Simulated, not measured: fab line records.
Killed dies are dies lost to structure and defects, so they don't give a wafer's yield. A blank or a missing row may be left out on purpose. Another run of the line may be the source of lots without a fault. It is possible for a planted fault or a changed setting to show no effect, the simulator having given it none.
Lot-split experiment | flow n5-finfet | 21 wafers read from 7 lots, route of 1938 steps

== ON THE SPLIT ==
At N5_GATE_CUT_COAT_35 (time 60 s, resist thk 10 nm), the setting spin-rpm was moved away from the recipe's 1500 rpm on 6 of the 21 wafers read, by -10.4% to +9.5%. The other wafers ran this setting at the recipe's value.

The reading is taken at the split's own step.

== THE READING ==
SiARC_of_GATE_CUT_COAT_35.thk-nm (the simulator's own value, which no gauge read), in nm, at N5_GATE_CUT_COAT_35 (time 60 s, resist thk 10 nm). The file gives no usual value for it.

wafer  | tool, chamber at the split | spin-rpm as run, rpm | against the recipe | SiARC_of_GATE_CUT_COAT_35.thk-nm, nm | against lot-mates on the recipe
L078.1 | litho-track-03, 0          | 1500                 | recipe             | 10                                   | -
L078.6 | litho-track-03, 0          | 1500                 | recipe             | 10                                   | -
L078.3 | litho-track-03, 0          | 1643                 | +9.5%              | 9.6                                  | -0.4
L079.2 | litho-track-03, 0          | 1601                 | +6.7%              | 9.8                                  | -0.2
L079.3 | litho-track-03, 0          | 1500                 | recipe             | 10                                   | -
L079.5 | litho-track-03, 0          | 1500                 | recipe             | 10                                   | -
L082.2 | litho-track-03, 0          | 1500                 | recipe             | 10                                   | -
L082.3 | litho-track-03, 0          | 1500                 | recipe             | 10                                   | -
L082.4 | litho-track-03, 0          | 1450                 | -3.3%              | 10.2                                 | +0.2
L091.1 | litho-track-01, 0          | 1500                 | recipe             | 10                                   | -
L091.2 | litho-track-01, 0          | 1500                 | recipe             | 10                                   | -
L091.6 | litho-track-01, 0          | 1500                 | recipe             | 10                                   | -
L094.1 | litho-track-03, 0          | 1500                 | recipe             | 10                                   | -
L094.5 | litho-track-03, 0          | 1500                 | recipe             | 10                                   | -
L094.4 | litho-track-03, 0          | 1427                 | -4.9%              | 10.2                                 | +0.2
L095.1 | litho-track-05, 0          | 1500                 | recipe             | 10                                   | -
L095.2 | litho-track-05, 0          | 1500                 | recipe             | 10                                   | -
L095.6 | litho-track-05, 0          | 1433                 | -4.5%              | 10.2                                 | +0.2
L097.2 | litho-track-01, 0          | 1500                 | recipe             | 10                                   | -
L097.5 | litho-track-01, 0          | 1500                 | recipe             | 10                                   | -
L097.4 | litho-track-01, 0          | 1344                 | -10.4%             | 10.6                                 | +0.6

THE FIT
A straight line over all 21 wafers: SiARC_of_GATE_CUT_COAT_35.thk-nm changes by -0.0463 nm for each +1% of spin-rpm; r = -0.98; the points scatter about the line by 0.038 nm.
The same after taking each lot's own level away (the mean of its wafers on the recipe; 21 wafers): -0.0463 nm for each +1%; r = -0.98; scatter 0.038 nm.
That fit puts the effect of the largest move of spin-rpm on the reading at 0.48 nm.
The lots' own levels span 10.00 to 10.00 nm.
Consequently the slope shifts little with the lot-to-lot level, the two slopes agreeing.
Check: for one of the wafers moved furthest among these (-10.4%), held out of the fit, the line's prediction against its lot-mates is +0.428 nm. Against them it came out at +0.6 nm.

== THESE WAFERS: OTHER SPLITS ==
Note: prior to the reading, these wafers also went through further splits. Each is held against what the fit with the lots' levels taken away leaves over:
other split on the same wafers        | wafers away from the commonest value | r with SiARC_of_GATE_CUT_COAT_35.thk-nm (lot level and that fit taken away)
N5_WELL_APT_EXPOSE_05 dose-mj         | 8                                    | +0.52
N5_WELL_APT_DEVELOP_07 develop-time-s | 9                                    | +0.31
N5_FIN_SAQP_HM_DEP_72 time-s          | 3                                    | -0.07
N5_FIN_CUT_CUT_ETCH_26 time-s         | 3                                    | +0.11
N5_FIN_CUT_PRECLEAN_35 time-s         | 9                                    | +0.32
N5_SD_EPI_P_ETCH_36 bias-w            | 9                                    | -0.14
N5_HKMG_FIN_COAT_66 spin-rpm          | 6                                    | +0.41

== FILE'S OWN FIT ==
SiARC_of_GATE_CUT_COAT_35.thk-nm changes by -0.0466 nm for each +1% of spin-rpm, r = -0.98.
